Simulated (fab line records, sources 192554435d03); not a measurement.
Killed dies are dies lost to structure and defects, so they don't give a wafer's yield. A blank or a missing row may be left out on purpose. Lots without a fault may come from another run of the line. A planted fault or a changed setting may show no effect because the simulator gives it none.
A struck lot beside a sound one | flow n5_finfet | 23 steps out of a route of 1938
Sound: wafers L203.1, L203.3, L203.6. Struck: wafers L221.1, L221.3, L221.5. The cause comes at the end.
At each step with rows: each side's tool, then ch and its chambers, then its first start. Under that, the readings that differ: sound wafers | struck wafers | difference of the means | sigmas: that difference in standard deviations of wafers without a fault.
alike: readings whose means differ by less than 2 such deviations, and words and numbers that are the same on both sides. not compared: withheld readings, readings that some wafer has no value for, bounds like >300 that may hide the same value, and numbers for which the record gives no deviation and whose values overlap.
The two part at a step that has a row with sigmas, a row that says differs or no value, or rows on one side only. Numbers that don't overlap but have no deviation are shown without sigmas and don't part them. A reading that every wafer of one side lacks parts them only if that side has two wafers or more.

first, 11 steps without rows for these wafers: N5_BEOL_M7_ETCH_62 (etches SOC in N2/H2, target depth 110 nm, overetch 22 nm, time 165 s); N5_BEOL_M7_STRIP_68 (strips in N2/H2); N5_BEOL_M7_STRIP_67 (strips in CF4); N5_BEOL_M7_HM_OPEN_17 (chemistry Cl2/BCl3, target TiN, target depth 20 nm, overetch 6 nm); N5_BEOL_M7_STRIP_19 (strips in O2); N5_BEOL_M7_COAT_63 (time 60 s, resist thk 60 nm); N5_BEOL_M7_COAT_64 (time 60 s, resist thk 12 nm); N5_BEOL_M7_COAT_71 (time 60 s, resist thk 5 nm); N5_BEOL_M7_COAT_22 (resist thk 30 nm); N5_BEOL_M7_EBR_24; N5_BEOL_M7_SOFTBAKE_23 (time 60 s).
N5_BEOL_M7_EXPOSE_25: exposes mask V6, target cd 40 nm.
  sound on euv_scanner-01 ch 0, day 9 14:38; struck on euv_scanner-02 ch 0, day 13 23:18
  reading              | sound             | struck            | difference | sigmas
  exposure_dose_mJ_cm2 | 42.35 42.35 42.39 | 46.77 46.73 46.72 | +4.38      | +65
  alike: mask
then, 2 steps without rows for these wafers: N5_BEOL_M7_PEB_26 (peb time 60 s); N5_BEOL_M7_DEVELOP_27 (develop time 30 s).
N5_BEOL_M7_CD_MEAS_28: target cd 40 nm.
  sound on cd_sem-02 ch 0, day 9 14:46; struck on cd_sem-01 ch 0, day 13 23:26
  reading    | sound             | struck            | difference | sigmas
  cd_nm (nm) | 39.94 39.99 39.92 | 31.52 41.70 27.39 | -6.41      | -31
N5_BEOL_M7_DESCUM_33: chemistry O2, time 7 s.
  sound on rie_diel-02 ch 1,2,3, day 9 14:53; struck on rie_diel-03 ch 1,3, day 13 23:34
  alike: drypump_motor_current_A, oes_product_au, rf_vpp_V, showerhead_plenum_p_Torr, throttle_valve_pct
  not compared: rf_hours_counter_h, model.BEOL_M7.cd_nm
then, 5 steps without rows for these wafers: N5_BEOL_M7_ETCH_72 (etches underlayer in N2/H2, target depth 6.5 nm, time 5.2 s); N5_BEOL_M7_ETCH_65 (etches SiARC in CF4, target depth 15.6 nm, time 26 s); N5_BEOL_M7_ETCH_66 (etches SOC in N2/H2, target depth 80 nm, overetch 16 nm, time 120 s); N5_BEOL_M7_STRIP_69 (strips in N2/H2); N5_BEOL_M7_STRIP_73 (strips in N2/H2).
N5_BEOL_M7_VIA_ETCH_34: etches SiCOH lowk in C4F6/O2, target depth 125.5 nm, time 50.5 s.
  sound on rie_diel-02 ch 1,2,3, day 9 15:04; struck on rie_diel-03 ch 1,3, day 13 23:44
  alike: bias_w, drypump_motor_current_A, oes_product_au, rf_vpp_V, showerhead_plenum_p_Torr, throttle_valve_pct
  not compared: rf_hours_counter_h, model.BEOL_M7.cd_nm
then, 1 step without rows for these wafers: N5_BEOL_M7_STRIP_76 (strips in C4F6/O2).

WHERE THEY PART
First at N5_BEOL_M7_EXPOSE_25; last, within this record, at N5_BEOL_M7_CD_MEAS_28. Later steps at which nothing parts them and some readings are alike: N5_BEOL_M7_DESCUM_33, N5_BEOL_M7_VIA_ETCH_34.

WHY: what the simulator had put in
Process parameter drift: euv_scanner-02, from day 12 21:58 on, at N5_BEOL_M7_EXPOSE_25. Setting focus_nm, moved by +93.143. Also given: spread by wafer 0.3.
